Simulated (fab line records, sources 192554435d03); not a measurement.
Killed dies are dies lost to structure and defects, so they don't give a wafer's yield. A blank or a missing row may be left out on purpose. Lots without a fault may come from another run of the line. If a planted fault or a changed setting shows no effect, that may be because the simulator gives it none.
Matching of chambers -- flow n5Finfet -- N5_FIN_SAQP_SPACER2_ALD_28 on aldSin-03 has 4 sister chambers
The step deposits SiO2, target thk 8.1 nm, pulse time 1 s, purge time 2 s. 4 wafers are shown with their chamber, then 9 later ones without.

== WAFERS WITH THEIR CHAMBER ==
wafer,chamber,heaterPowerW (W)
L084.1,1,414
L084.2,0,468
L086.4,3,528
L086.5,2,531

== WAFERS WITHOUT THEIR CHAMBER ==
wafer,heaterPowerW (W)
L088.4,461
L088.5,417
L088.6,469
L090.2,531
L090.3,457
L090.5,472
L093.2,471
L093.3,506
L093.6,526

== WHICH CHAMBER EACH WENT THROUGH ==
wafer,from the rows above,in truth
L088.4,0,0
L088.5,1,1
L088.6,0,0
L090.2,can't be placed: 2 or 3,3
L090.3,0,0
L090.5,0,0
L093.2,0,0
L093.3,can't be placed: 3 or 2 or 0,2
L093.6,can't be placed: 3 or 2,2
6 of 9 placed correctly. Not placeable from these rows: 3 (in 3, the candidates include the true chamber). Wrongly placed: 0.
How it was worked out, from the rows above alone: a wafer's distance from a chamber is the root of the sum, over the readings, of the square of ((its reading less the chamber's mean) divided by the reading's scatter). If the next closest chamber is less than 2 further off than the closest, the wafer can't be placed; otherwise it belongs to the closest. Each chamber's mean is taken over the wafers shown for it. The scatter: root of mean squared gap, hidden wafer to nearest shown wafer, with one shown wafer a chamber.
